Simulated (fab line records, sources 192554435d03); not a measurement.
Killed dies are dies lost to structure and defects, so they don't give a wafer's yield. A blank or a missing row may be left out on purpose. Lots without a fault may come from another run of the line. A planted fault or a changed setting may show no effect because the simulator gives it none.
Which tool did it? | flow n5_finfet | 24 lots, 72 wafers sampled, at 6 steps of a route of 1938

WHAT THE GAUGES READ, wafer by wafer
N5_BEOL_M7_CD_MEAS_28: target cd 40 nm. Usual: cd_nm 40.02 nm, standard deviation 0.26.
lot  | measured     | on        | cd_nm (nm)        | flag
L074 | day 9 08:46  | cd_sem-01 | 40.44 40.28 40.55 |
L076 | day 9 08:51  | cd_sem-01 | 39.94 39.98 39.70 |
L075 | day 9 11:16  | cd_sem-02 | 40.28 40.01 40.03 |
L077 | day 9 21:48  | cd_sem-01 | 40.14 40.07 39.78 |
L078 | day 10 04:28 | cd_sem-01 | 40.03 39.58 39.83 |
L080 | day 10 08:13 | cd_sem-01 | 40.41 40.59 40.23 |
L079 | day 10 11:40 | cd_sem-03 | 40.36 39.92 40.08 |
L081 | day 10 17:08 | cd_sem-01 | 39.83 40.00 39.89 |
L082 | day 11 09:53 | cd_sem-02 | 40.27 39.88 39.75 |
L083 | day 11 11:51 | cd_sem-01 | 39.47 39.72 39.97 |
L084 | day 11 11:55 | cd_sem-03 | 39.81 40.25 40.16 |
L085 | day 11 17:48 | cd_sem-02 | 39.82 40.09 40.19 |
L086 | day 12 11:13 | cd_sem-02 | 39.86 39.57 39.90 |
L087 | day 12 20:38 | cd_sem-02 | 39.88 40.29 39.69 |
L089 | day 13 18:02 | cd_sem-01 | 40.02 40.07 39.98 |
L088 | day 13 21:55 | cd_sem-02 | 39.86 40.10 39.66 |
L091 | day 14 06:20 | cd_sem-03 | 40.15 40.02 40.26 |
L090 | day 14 06:31 | cd_sem-03 | 40.29 40.34 40.32 |
L093 | day 14 06:33 | cd_sem-01 | 39.77 40.16 40.03 |
L092 | day 14 06:43 | cd_sem-01 | 40.63 40.21 39.99 |
L094 | day 14 16:08 | cd_sem-03 | 39.84 39.66 39.50 |
L095 | day 14 18:51 | cd_sem-01 | 39.84 39.91 40.03 |
L097 | day 15 06:18 | cd_sem-03 | 40.30 40.13 40.17 |
L096 | day 15 12:04 | cd_sem-02 | 40.01 40.09 39.89 |

N5_BEOL_M7_OVL_MEAS_29. Usual: V6_OVL -0.1 nm, standard deviation 0.71.
lot  | measured     | on         | V6_OVL (nm)    | flag
L074 | day 9 08:49  | overlay-02 | 0.3 -0.1 0.7   |
L076 | day 9 08:53  | overlay-02 | -0.9 0.1 -0.1  |
L075 | day 9 11:18  | overlay-02 | 0.1 -0.8 -0.5  |
L077 | day 9 21:50  | overlay-02 | -0.5 -0.4 -0.5 |
L078 | day 10 04:30 | overlay-01 | -0.7 0.1 0.3   |
L080 | day 10 08:14 | overlay-01 | -1.0 -1.0 -0.5 |
L079 | day 10 11:41 | overlay-01 | 0.1 0.1 0.8    |
L081 | day 10 17:10 | overlay-01 | -1.2 -1.7 -1.2 |
L082 | day 11 09:55 | overlay-01 | -1.5 -0.7 -1.2 |
L083 | day 11 11:53 | overlay-01 | -1.1 -0.7 -0.8 |
L084 | day 11 11:58 | overlay-02 | 0.1 -0.1 -0.4  |
L085 | day 11 17:50 | overlay-01 | 0.3 0.3 0.8    |
L086 | day 12 11:14 | overlay-01 | -1.3 0.9 0.4   |
L087 | day 12 20:40 | overlay-01 | -0.3 0.1 0.8   |
L089 | day 13 18:05 | overlay-02 | -0.6 0.0 0.7   |
L088 | day 13 21:56 | overlay-02 | 0.0 0.0 -0.2   |
L091 | day 14 06:23 | overlay-01 | -0.7 -0.1 0.0  |
L090 | day 14 06:32 | overlay-02 | 0.7 -0.6 -0.2  |
L093 | day 14 06:35 | overlay-01 | 0.1 0.1 -0.4   |
L092 | day 14 06:45 | overlay-01 | 1.5 -0.6 0.1   |
L094 | day 14 16:11 | overlay-02 | 1.0 1.3 -0.1   |
L095 | day 14 18:53 | overlay-01 | 0.0 0.9 0.2    |
L097 | day 15 06:20 | overlay-02 | -0.1 0.1 -0.4  |
L096 | day 15 12:06 | overlay-02 | 0.3 0.5 0.7    |

N5_BEOL_M7_INSPECT_58: inspects for defects (darkfield). Usual: raw_defect_count 70, standard deviation 23.
lot  | measured     | on                | raw_defect_count | flag
L074 | day 9 13:52  | defect_inspect-01 | 104 49 71        |
L076 | day 9 13:17  | defect_inspect-01 | 91 66 88         |
L075 | day 9 14:10  | defect_inspect-02 | 44 71 52         |
L077 | day 10 02:15 | defect_inspect-02 | 39 69 52         |
L078 | day 10 08:06 | defect_inspect-01 | 58 29 84         |
L080 | day 10 11:37 | defect_inspect-01 | 41 57 123        |
L079 | day 10 14:41 | defect_inspect-02 | 52 47 73         |
L081 | day 10 22:01 | defect_inspect-02 | 78 61 71         |
L082 | day 11 12:55 | defect_inspect-02 | 82 105 80        |
L083 | day 11 14:42 | defect_inspect-01 | 88 43 49         |
L084 | day 11 15:14 | defect_inspect-02 | 79 95 79         |
L085 | day 11 20:40 | defect_inspect-02 | 80 68 55         |
L086 | day 12 18:09 | defect_inspect-01 | 81 70 125        |
L087 | day 13 02:34 | defect_inspect-02 | 47 66 48         |
L089 | day 14 00:44 | defect_inspect-02 | 78 85 79         |
L088 | day 14 01:47 | defect_inspect-02 | 67 55 115        |
L091 | day 14 09:52 | defect_inspect-02 | 76 54 88         |
L090 | day 14 09:58 | defect_inspect-02 | 93 104 131       |
L093 | day 14 10:26 | defect_inspect-02 | 78 108 79        |
L092 | day 14 10:42 | defect_inspect-01 | 105 46 89        |
L094 | day 14 19:38 | defect_inspect-02 | 38 51 85         |
L095 | day 15 01:30 | defect_inspect-02 | 63 63 40         |
L097 | day 15 10:25 | defect_inspect-02 | 44 42 38         |
L096 | day 15 16:09 | defect_inspect-01 | 46 46 68         |

N5_BEOL_M8_INSPECT_13: inspects for defects (brightfield). Usual: raw_defect_count 384, standard deviation 90.
lot  | measured     | on                | raw_defect_count | flag
L074 | day 9 16:34  | defect_inspect-02 | 487 559 465      |
L076 | day 9 14:35  | defect_inspect-01 | 386 305 307      |
L075 | day 9 16:46  | defect_inspect-01 | 274 307 318      |
L077 | day 10 05:27 | defect_inspect-01 | 379 254 397      |
L078 | day 10 10:34 | defect_inspect-01 | 374 616 529      |
L080 | day 10 13:17 | defect_inspect-01 | 214 290 397      |
L079 | day 10 16:31 | defect_inspect-02 | 374 309 531      |
L081 | day 11 00:34 | defect_inspect-02 | 329 357 303      |
L082 | day 11 14:34 | defect_inspect-01 | 409 508 286      |
L083 | day 11 16:25 | defect_inspect-01 | 421 370 263      |
L084 | day 11 16:37 | defect_inspect-02 | 485 469 392      |
L085 | day 12 00:08 | defect_inspect-02 | 370 420 346      |
L086 | day 12 20:36 | defect_inspect-02 | 472 419 494      |
L087 | day 13 05:26 | defect_inspect-01 | 298 333 338      |
L089 | day 14 02:29 | defect_inspect-01 | 275 270 275      |
L088 | day 14 03:25 | defect_inspect-01 | 411 423 418      |
L091 | day 14 13:24 | defect_inspect-01 | 318 303 466      |
L090 | day 14 13:34 | defect_inspect-01 | 635 478 505      |
L093 | day 14 13:48 | defect_inspect-01 | 407 392 600      |
L092 | day 14 13:58 | defect_inspect-01 | 458 471 654      |
L094 | day 15 00:52 | defect_inspect-01 | 337 271 298      |
L095 | day 15 02:53 | defect_inspect-01 | 274 424 351      |
L097 | day 15 13:15 | defect_inspect-01 | 367 272 416      |
L096 | day 15 17:30 | defect_inspect-01 | 401 349 412      |

WHICH TOOL RAN EACH LOT (tool, then ch and the chambers of the sampled wafers, then the start)
lot  | N5_BEOL_M7_VIA_ETCH_34             | N5_BEOL_M7_STRIP_36
L074 | rie_diel-04 ch 2,3, day 9 09:04    | rie_diel-04 ch 2,3, day 9 09:07
L076 | rie_diel-02 ch 0,1,2, day 9 09:09  | rie_diel-02 ch 0,1,2, day 9 09:12
L075 | rie_diel-06 ch 0,3, day 9 11:34    | rie_diel-06 ch 0,3, day 9 11:37
L077 | rie_diel-04 ch 0,2,3, day 9 22:06  | rie_diel-04 ch 0,2,3, day 9 22:09
L078 | rie_diel-02 ch 0,1,3, day 10 04:56 | rie_diel-02 ch 0,1,3, day 10 04:59
L080 | rie_diel-04 ch 0,1,3, day 10 08:39 | rie_diel-04 ch 0,1,3, day 10 08:42
L079 | rie_diel-02 ch 0,1,3, day 10 12:07 | rie_diel-02 ch 0,1,3, day 10 12:11
L081 | rie_diel-04 ch 0,1,2, day 10 17:26 | rie_diel-04 ch 0,1,2, day 10 17:29
L082 | rie_diel-06 ch 0,2, day 11 10:11   | rie_diel-06 ch 0,2, day 11 10:14
L083 | rie_diel-02 ch 0,1,3, day 11 12:10 | rie_diel-02 ch 0,1,3, day 11 12:13
L084 | rie_diel-04 ch 0,2, day 11 12:16   | rie_diel-04 ch 0,2, day 11 12:19
L085 | rie_diel-04 ch 1,2, day 11 18:20   | rie_diel-04 ch 1,2, day 11 18:23
L086 | rie_diel-04 ch 0,1,2, day 12 11:31 | rie_diel-04 ch 0,1,2, day 12 11:34
L087 | rie_diel-06 ch 0,1,3, day 12 21:11 | rie_diel-06 ch 0,1,3, day 12 21:14
L089 | rie_diel-06 ch 2,3, day 13 18:37   | rie_diel-06 ch 2,3, day 13 18:40
L088 | rie_diel-02 ch 0,2,3, day 13 22:13 | rie_diel-02 ch 0,2,3, day 13 22:16
L091 | rie_diel-02 ch 0,1,2, day 14 06:38 | rie_diel-02 ch 0,1,2, day 14 06:41
L090 | rie_diel-04 ch 0,2,3, day 14 06:55 | rie_diel-04 ch 0,2,3, day 14 06:58
L093 | rie_diel-06 ch 0,1,2, day 14 07:02 | rie_diel-06 ch 0,1,2, day 14 07:05
L092 | rie_diel-02 ch 0,3, day 14 07:08   | rie_diel-02 ch 0,3, day 14 07:11
L094 | rie_diel-06 ch 0,2, day 14 16:26   | rie_diel-06 ch 0,2, day 14 16:30
L095 | rie_diel-02 ch 1,2,3, day 14 19:10 | rie_diel-02 ch 1,2,3, day 14 19:13
L097 | rie_diel-02 ch 0,2,3, day 15 06:36 | rie_diel-02 ch 0,2,3, day 15 07:28
L096 | rie_diel-04 ch 1,2,3, day 15 12:48 | rie_diel-04 ch 1,2,3, day 15 12:51
- N5_BEOL_M7_VIA_ETCH_34: etches SiCOH lowk in C4F6/O2, target depth 125.5 nm, time 50.5 s.
- N5_BEOL_M7_STRIP_36: strips in N2/H2.

WHAT THE TOOLS THEMSELVES READ (means of the sampled wafers that have a number; where no wafer has one, the mark that the record gives instead)
N5_BEOL_M7_VIA_ETCH_34. Usual: C4F6_flow_sccm 10.00 sccm, standard deviation 0.03; O2_flow_sccm 10.001 sccm, standard deviation 0.028; bias_w 185.0 W, standard deviation 0.52; drypump_motor_current_A 5.8 A, standard deviation 0.57; oes_product_au 0.76 a.u., standard deviation 0.094; rf_vpp_V 657 V, standard deviation 15; showerhead_plenum_p_Torr 2.86 Torr, standard deviation 0.088; throttle_valve_pct 20.72 %, standard deviation 0.29.
lot  | tool        | C4F6_flow_sccm (sccm) | O2_flow_sccm (sccm) | bias_w (W) | drypump_motor_current_A (A) | oes_product_au (a.u.) | rf_vpp_V (V) | showerhead_plenum_p_Torr (Torr) | throttle_valve_pct (%) | flag
L074 | rie_diel-04 | 10.01                 | 10.007              | 184.5      | 5.2                         | 0.70                  | 651          | 2.83                            | 20.72                  |
L076 | rie_diel-02 | 9.99                  | 10.024              | 185.0      | 6.0                         | 0.79                  | 661          | 2.84                            | 20.60                  |
L075 | rie_diel-06 | 10.03                 | 10.013              | 184.9      | 5.4                         | 0.72                  | 660          | 2.78                            | 20.83                  |
L077 | rie_diel-04 | 9.99                  | 9.990               | 184.8      | 5.4                         | 0.70                  | 648          | 2.85                            | 20.81                  |
L078 | rie_diel-02 | 9.98                  | 9.993               | 185.3      | 6.0                         | 0.78                  | 665          | 2.87                            | 20.62                  |
L080 | rie_diel-04 | 10.02                 | 9.980               | 184.8      | 5.8                         | 0.70                  | 654          | 2.86                            | 20.78                  |
L079 | rie_diel-02 | 9.99                  | 10.013              | 185.0      | 6.0                         | 0.78                  | 666          | 2.87                            | 20.62                  |
L081 | rie_diel-04 | 9.99                  | 10.003              | 185.3      | 5.4                         | 0.72                  | 653          | 2.93                            | 20.74                  |
L082 | rie_diel-06 | 10.00                 | 10.006              | 185.2      | 6.0                         | 0.76                  | 671          | 2.88                            | 21.09                  |
L083 | rie_diel-02 | 10.03                 | 9.992               | 184.5      | 6.0                         | 0.76                  | 666          | 2.86                            | 20.62                  |
L084 | rie_diel-04 | 10.02                 | 9.987               | 184.9      | 5.2                         | 0.73                  | 643          | 2.93                            | 20.86                  |
L085 | rie_diel-04 | 9.98                  | 9.993               | 184.8      | 5.8                         | 0.70                  | 662          | 2.92                            | 20.62                  |
L086 | rie_diel-04 | 10.00                 | 10.032              | 185.4      | 5.5                         | 0.71                  | 653          | 2.92                            | 20.76                  |
L087 | rie_diel-06 | 10.01                 | 9.997               | 185.7      | 5.5                         | 0.73                  | 662          | 2.83                            | 20.78                  |
L089 | rie_diel-06 | 9.98                  | 10.013              | 185.0      | 5.9                         | 0.79                  | 647          | 2.75                            | 21.01                  |
L088 | rie_diel-02 | 9.99                  | 10.014              | 185.3      | 6.4                         | 0.76                  | 647          | 2.80                            | 20.80                  |
L091 | rie_diel-02 | 10.00                 | 10.012              | 184.7      | 5.9                         | 0.84                  | 660          | 2.82                            | 20.48                  |
L090 | rie_diel-04 | 9.99                  | 9.968               | 185.3      | 5.4                         | 0.78                  | 651          | 2.95                            | 20.75                  |
L093 | rie_diel-06 | 10.01                 | 10.018              | 185.5      | 5.8                         | 0.78                  | 662          | 2.86                            | 20.93                  |
L092 | rie_diel-02 | 9.97                  | 10.009              | 184.8      | 6.4                         | 0.82                  | 656          | 2.85                            | 20.62                  |
L094 | rie_diel-06 | 9.94                  | 10.001              | 184.9      | 6.0                         | 0.74                  | 670          | 2.87                            | 21.12                  |
L095 | rie_diel-02 | 10.01                 | 9.975               | 185.0      | 6.0                         | 0.77                  | 654          | 2.80                            | 20.69                  |
L097 | rie_diel-02 | 10.04                 | 10.014              | 184.7      | 6.5                         | 0.74                  | 648          | 2.80                            | 20.82                  |
L096 | rie_diel-04 | 9.99                  | 10.006              | 184.3      | 5.7                         | 0.76                  | 660          | 2.93                            | 20.63                  |

N5_BEOL_M7_STRIP_36. Usual: bias_power_w 6.998 W, standard deviation 0.022; drypump_motor_current_A 5.8 A, standard deviation 0.57; n2_flow_sccm 200.0 sccm, standard deviation 0.6; oes_product_au 0.76 a.u., standard deviation 0.092; rf_vpp_V 59.4 V, standard deviation 1.4; showerhead_plenum_p_Torr 2.56 Torr, standard deviation 0.086; throttle_valve_pct 23.4 %, standard deviation 0.41.
lot  | tool        | bias_power_w (W) | drypump_motor_current_A (A) | n2_flow_sccm (sccm) | oes_product_au (a.u.) | rf_vpp_V (V) | showerhead_plenum_p_Torr (Torr) | throttle_valve_pct (%) | flag
L074 | rie_diel-04 | 7.027            | 5.2                         | 199.6               | 0.70                  | 60.2         | 2.54                            | 23.3                   |
L076 | rie_diel-02 | 6.993            | 6.0                         | 199.8               | 0.79                  | 60.3         | 2.54                            | 23.3                   |
L075 | rie_diel-06 | 6.992            | 5.4                         | 200.4               | 0.71                  | 58.0         | 2.51                            | 24.1                   |
L077 | rie_diel-04 | 7.006            | 5.4                         | 200.2               | 0.71                  | 59.6         | 2.55                            | 23.4                   |
L078 | rie_diel-02 | 7.017            | 6.0                         | 200.5               | 0.78                  | 59.6         | 2.57                            | 23.3                   |
L080 | rie_diel-04 | 6.982            | 5.8                         | 200.3               | 0.71                  | 59.5         | 2.56                            | 23.5                   |
L079 | rie_diel-02 | 7.005            | 6.0                         | 200.2               | 0.77                  | 58.3         | 2.57                            | 23.3                   |
L081 | rie_diel-04 | 6.992            | 5.5                         | 200.2               | 0.71                  | 59.3         | 2.63                            | 23.5                   |
L082 | rie_diel-06 | 7.006            | 6.0                         | 200.8               | 0.76                  | 60.3         | 2.58                            | 23.8                   |
L083 | rie_diel-02 | 6.999            | 6.0                         | 199.9               | 0.76                  | 59.9         | 2.57                            | 23.3                   |
L084 | rie_diel-04 | 6.990            | 5.2                         | 200.3               | 0.73                  | 60.0         | 2.63                            | 23.5                   |
L085 | rie_diel-04 | 6.984            | 5.8                         | 199.3               | 0.71                  | 57.9         | 2.62                            | 23.4                   |
L086 | rie_diel-04 | 7.011            | 5.5                         | 200.6               | 0.70                  | 60.8         | 2.62                            | 23.5                   |
L087 | rie_diel-06 | 6.995            | 5.5                         | 200.0               | 0.73                  | 59.1         | 2.53                            | 23.6                   |
L089 | rie_diel-06 | 7.012            | 5.9                         | 199.8               | 0.79                  | 60.8         | 2.45                            | 23.8                   |
L088 | rie_diel-02 | 6.994            | 6.4                         | 200.1               | 0.75                  | 59.8         | 2.50                            | 23.5                   |
L091 | rie_diel-02 | 7.028            | 6.0                         | 200.4               | 0.85                  | 60.0         | 2.52                            | 23.2                   |
L090 | rie_diel-04 | 7.013            | 5.4                         | 199.6               | 0.78                  | 60.6         | 2.65                            | 23.3                   |
L093 | rie_diel-06 | 6.995            | 5.8                         | 200.0               | 0.78                  | 57.9         | 2.54                            | 23.4                   |
L092 | rie_diel-02 | 6.987            | 6.4                         | 200.1               | 0.82                  | 58.8         | 2.55                            | 23.1                   |
L094 | rie_diel-06 | 6.978            | 6.0                         | 199.6               | 0.75                  | 59.5         | 2.57                            | 23.8                   |
L095 | rie_diel-02 | 6.996            | 6.0                         | 199.8               | 0.78                  | 59.4         | 2.51                            | 23.4                   |
L097 | rie_diel-02 | 6.983            | 6.4                         | 200.3               | 0.75                  | 58.9         | 2.50                            | 23.4                   |
L096 | rie_diel-04 | 6.992            | 5.7                         | 199.7               | 0.76                  | 60.3         | 2.64                            | 23.3                   |

THE ANSWER, worked out from the rows above alone
Rule: a lot is off if the mean of its wafers that have a number lies more than 3 standard deviations from the usual mean. A lot without any number at a reading at which 4 lots or more have one is off too. The other lots that the step has rows for count as sound. The gauges are gone through in route order, then the tools' own readings, and for those a lot's mean is taken as printed above. The first step at which some lot is off is used, and at that step the reading that is off furthest; a lot without a number counts as furthest.
No lot is off at any reading shown: from this, nothing can be told.

WHAT THE SIMULATOR HAD PUT IN
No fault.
